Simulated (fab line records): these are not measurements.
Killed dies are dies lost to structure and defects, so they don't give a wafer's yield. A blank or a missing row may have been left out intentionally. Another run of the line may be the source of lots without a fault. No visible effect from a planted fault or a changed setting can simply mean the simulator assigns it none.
The same fault as seen by 2 desks + flow n5 finfet + each desk holds nothing but its own numbers, with what lay behind them at the end

## AT THE METROLOGY DESK
Means of the sampled wafers that have a number, per lot and without regard to the tool the lot ran on: this is what the gauges read. If a lot's mean is further than 4 standard deviations from the usual mean, the lot is out of limits and carries the mark OUT (the distance appears in the brackets). Of its 10 readings 7 are shown: those that lie furthest out on some lot.
Columns: A = DIBL_P at N5_BEOL_M4_RC_MEAS_101, usual 35.4 mV/V; B = IOFF_N at N5_BEOL_M4_RC_MEAS_101, usual 0.152 nA/um; C = IOFF_P at N5_BEOL_M4_RC_MEAS_101, usual 0.20 nA/um; D = ION_N at N5_BEOL_M4_RC_MEAS_101, usual 672 uA/um; E = ION_P at N5_BEOL_M4_RC_MEAS_101, usual 461 uA/um; F = VT_N at N5_BEOL_M4_RC_MEAS_101, usual 251 mV; G = VT_P at N5_BEOL_M4_RC_MEAS_101, usual -251 mV
| lot  | first seen here | A    | B     | C    | D   | E   | F   | G    |
|------|-----------------|------|-------|------|-----|-----|-----|------|
| L597 | day 7 18:44     | 38.0 | 0.173 | 0.24 | 679 | 467 | 248 | -246 |
| L601 | day 8 23:14     | 37.0 | 0.179 | 0.21 | 679 | 462 | 250 | -251 |
| L602 | day 9 02:27     | 37.8 | 0.205 | 0.31 | 688 | 483 | 244 | -240 |
| L603 | day 9 08:35     | 36.6 | 0.159 | 0.23 | 679 | 467 | 248 | -247 |
| L604 | day 9 17:50     | 36.3 | 0.157 | 0.20 | 677 | 462 | 248 | -250 |
| L613 | day 11 21:49    | 33.7 | 0.120 | 0.17 | 656 | 456 | 255 | -251 |
| L614 | day 12 15:07    | 33.3 | 0.143 | 0.19 | 672 | 465 | 253 | -250 |
| L619 | day 13 20:10    | 35.5 | 0.132 | 0.18 | 668 | 459 | 252 | -251 |
This desk's finding: nothing out of limits on any of the 8 lots.

## DESK OF THE TOOL OWNER: ald metal-02
The tool's own readings at N5_HKMG_FIN_ALD_36 (deposits TiN, target thk 1 nm, pulse time 1 s, purge time 3 s): means of the sampled wafers that have a number, for each lot that ran on this tool. If a lot's mean is further than 4 standard deviations from the usual mean, the lot is out of limits and carries the mark OUT (the distance appears in the brackets).
Columns: A = heater power w at N5_HKMG_FIN_ALD_36, usual 861 W; B = precursor pulse height rel at N5_HKMG_FIN_ALD_36, usual 1.001; C = susceptor temp C at N5_HKMG_FIN_ALD_36, usual 400.00 C
| lot  | first seen here | A   | B     | C                |
|------|-----------------|-----|-------|------------------|
| L597 | day 4 02:40     | 803 | 0.996 | 400.07           |
| L601 | day 5 06:05     | 950 | 0.995 | 418.93 (+86) OUT |
| L602 | day 5 10:49     | 897 | 0.998 | 419.10 (+87) OUT |
| L614 | day 8 09:15     | 915 | 0.991 | 400.08           |
| L619 | day 9 23:14     | 849 | 1.004 | 399.85           |
This desk finds L601, L602 out of limits, L601 being first, at day 5 06:05 (susceptor temp C at N5_HKMG_FIN_ALD_36). L597, L614, L619 stayed within limits.

## TAKEN TOGETHER
The tool owner's desk had the chance to raise an alarm at day 5 06:05 on L601, L602.
Nothing out of limits was seen by the metrology desk.
The metrology desk has L601, L602 on record, within its limits.
On ald metal-02, each named lot ran N5_HKMG_FIN_ALD_36.

## WHAT THE SIMULATOR PUT IN
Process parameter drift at N5_HKMG_FIN_ALD_36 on ald metal-02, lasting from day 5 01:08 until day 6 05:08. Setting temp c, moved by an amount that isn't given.
Struck lots among those shown: L601, L602.
Hours from the fault's start to each desk's first reading out of limits: the tool owner's desk, 5.
